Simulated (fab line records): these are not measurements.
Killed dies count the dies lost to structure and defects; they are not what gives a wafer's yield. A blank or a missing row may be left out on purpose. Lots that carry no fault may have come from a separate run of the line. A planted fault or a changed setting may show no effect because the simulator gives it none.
Chamber matching || flow nand harc || pecvd-03 running NHARC_A_ONON_D1_DEP_33: 3 sister chambers
The step deposits SiO2, target thk 200 nm. 20 wafers are shown with their chamber, then 10 later ones without.

== WAFERS, EACH WITH ITS CHAMBER ==
{"wafer": "L074.2", "chamber": 0, "heater power w (W)": 625, "throttle valve pct (%)": 15.7, "mfc precursor sccm (sccm)": 161.4}
{"wafer": "L074.3", "chamber": 2, "heater power w (W)": 674, "throttle valve pct (%)": 16.3, "mfc precursor sccm (sccm)": 161.4}
{"wafer": "L074.4", "chamber": 0, "heater power w (W)": 637, "throttle valve pct (%)": 16.0, "mfc precursor sccm (sccm)": 160.9}
{"wafer": "L078.2", "chamber": 2, "heater power w (W)": 682, "throttle valve pct (%)": 15.9, "mfc precursor sccm (sccm)": 162.1}
{"wafer": "L078.4", "chamber": 2, "heater power w (W)": 538, "throttle valve pct (%)": 15.4, "mfc precursor sccm (sccm)": 160.9}
{"wafer": "L078.5", "chamber": 0, "heater power w (W)": 519, "throttle valve pct (%)": 15.3, "mfc precursor sccm (sccm)": 161.5}
{"wafer": "L080.3", "chamber": 0, "heater power w (W)": 476, "throttle valve pct (%)": 15.3, "mfc precursor sccm (sccm)": 161.4}
{"wafer": "L080.4", "chamber": 0, "heater power w (W)": 476, "throttle valve pct (%)": 15.4, "mfc precursor sccm (sccm)": 161.5}
{"wafer": "L080.6", "chamber": 1, "heater power w (W)": 418, "throttle valve pct (%)": 16.0, "mfc precursor sccm (sccm)": 160.9}
{"wafer": "L079.2", "chamber": 1, "heater power w (W)": 402, "throttle valve pct (%)": 16.0, "mfc precursor sccm (sccm)": 161.9}
{"wafer": "L079.4", "chamber": 0, "heater power w (W)": 544, "throttle valve pct (%)": 15.5, "mfc precursor sccm (sccm)": 161.7}
{"wafer": "L079.5", "chamber": 2, "heater power w (W)": 643, "throttle valve pct (%)": 15.5, "mfc precursor sccm (sccm)": 161.9}
{"wafer": "L081.4", "chamber": 2, "heater power w (W)": 679, "throttle valve pct (%)": 15.6, "mfc precursor sccm (sccm)": 161.3}
{"wafer": "L081.5", "chamber": 1, "heater power w (W)": 449, "throttle valve pct (%)": 15.8, "mfc precursor sccm (sccm)": 160.9}
{"wafer": "L081.6", "chamber": 0, "heater power w (W)": 539, "throttle valve pct (%)": 15.3, "mfc precursor sccm (sccm)": 162.2}
{"wafer": "L083.1", "chamber": 2, "heater power w (W)": 589, "throttle valve pct (%)": 15.6, "mfc precursor sccm (sccm)": 161.0}
{"wafer": "L083.2", "chamber": 1, "heater power w (W)": 390, "throttle valve pct (%)": 15.5, "mfc precursor sccm (sccm)": 161.0}
{"wafer": "L083.6", "chamber": 0, "heater power w (W)": 567, "throttle valve pct (%)": 15.6, "mfc precursor sccm (sccm)": 162.0}
{"wafer": "L086.1", "chamber": 1, "heater power w (W)": 504, "throttle valve pct (%)": 15.9, "mfc precursor sccm (sccm)": 160.9}
{"wafer": "L086.2", "chamber": 0, "heater power w (W)": 471, "throttle valve pct (%)": 15.8, "mfc precursor sccm (sccm)": 161.2}

SIGNATURES (means of the wafers above)
{"reading": "heater power w", "chamber 0": 539.33, "chamber 1": 432.60, "chamber 2": 634.17, "scatter within a chamber": 57.6}
{"reading": "throttle valve pct", "chamber 0": 15.544, "chamber 1": 15.840, "chamber 2": 15.717, "scatter within a chamber": 0.268}
{"reading": "mfc precursor sccm", "chamber 0": 161.533, "chamber 1": 161.120, "chamber 2": 161.433, "scatter within a chamber": 0.431}
Rule: for a wafer and a chamber, the distance is found by dividing, reading by reading, the gap between the wafer's reading and the chamber's mean by the reading's scatter, squaring, summing and taking the root. If the next closest chamber is less than 2 further off than the closest, the wafer can't be placed; otherwise it belongs to the closest. How the scatter is found: for the shown wafers, subtract from each reading the mean of its chamber, square and add these, divide the total by (wafers less chambers), then take the root.

== WAFERS WITHOUT THEIR CHAMBER ==
{"wafer": "L086.5", "heater power w (W)": 487, "throttle valve pct (%)": 15.3, "mfc precursor sccm (sccm)": 161.0}
{"wafer": "L087.1", "heater power w (W)": 488, "throttle valve pct (%)": 16.1, "mfc precursor sccm (sccm)": 160.7}
{"wafer": "L087.2", "heater power w (W)": 569, "throttle valve pct (%)": 15.6, "mfc precursor sccm (sccm)": 160.4}
{"wafer": "L087.3", "heater power w (W)": 658, "throttle valve pct (%)": 15.7, "mfc precursor sccm (sccm)": 161.7}
{"wafer": "L088.1", "heater power w (W)": 495, "throttle valve pct (%)": 15.5, "mfc precursor sccm (sccm)": 160.9}
{"wafer": "L088.3", "heater power w (W)": 631, "throttle valve pct (%)": 15.6, "mfc precursor sccm (sccm)": 161.8}
{"wafer": "L088.4", "heater power w (W)": 394, "throttle valve pct (%)": 16.0, "mfc precursor sccm (sccm)": 162.1}
{"wafer": "L091.1", "heater power w (W)": 449, "throttle valve pct (%)": 15.9, "mfc precursor sccm (sccm)": 161.5}
{"wafer": "L091.3", "heater power w (W)": 489, "throttle valve pct (%)": 15.7, "mfc precursor sccm (sccm)": 161.8}
{"wafer": "L091.5", "heater power w (W)": 467, "throttle valve pct (%)": 15.7, "mfc precursor sccm (sccm)": 161.8}

== EACH ONE'S CHAMBER ==
{"wafer": "L086.5", "from the rows above": "can't be placed: 0 or 1 or 2", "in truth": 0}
{"wafer": "L087.1", "from the rows above": "can't be placed: 1 or 0 or 2", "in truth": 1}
{"wafer": "L087.2", "from the rows above": "can't be placed: 2 or 0 or 1", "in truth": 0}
{"wafer": "L087.3", "from the rows above": "can't be placed: 2 or 0", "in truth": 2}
{"wafer": "L088.1", "from the rows above": "can't be placed: 0 or 1 or 2", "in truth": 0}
{"wafer": "L088.3", "from the rows above": "can't be placed: 2 or 0", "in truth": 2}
{"wafer": "L088.4", "from the rows above": "can't be placed: 1 or 0", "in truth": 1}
{"wafer": "L091.1", "from the rows above": "can't be placed: 1 or 0", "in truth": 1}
{"wafer": "L091.3", "from the rows above": "can't be placed: 0 or 1 or 2", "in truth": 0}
{"wafer": "L091.5", "from the rows above": "can't be placed: 0 or 1 or 2", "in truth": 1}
Correctly placed: 0 of 10. These rows do not allow placing 10 (true chamber among the candidates in 10). Placed wrongly: 0.
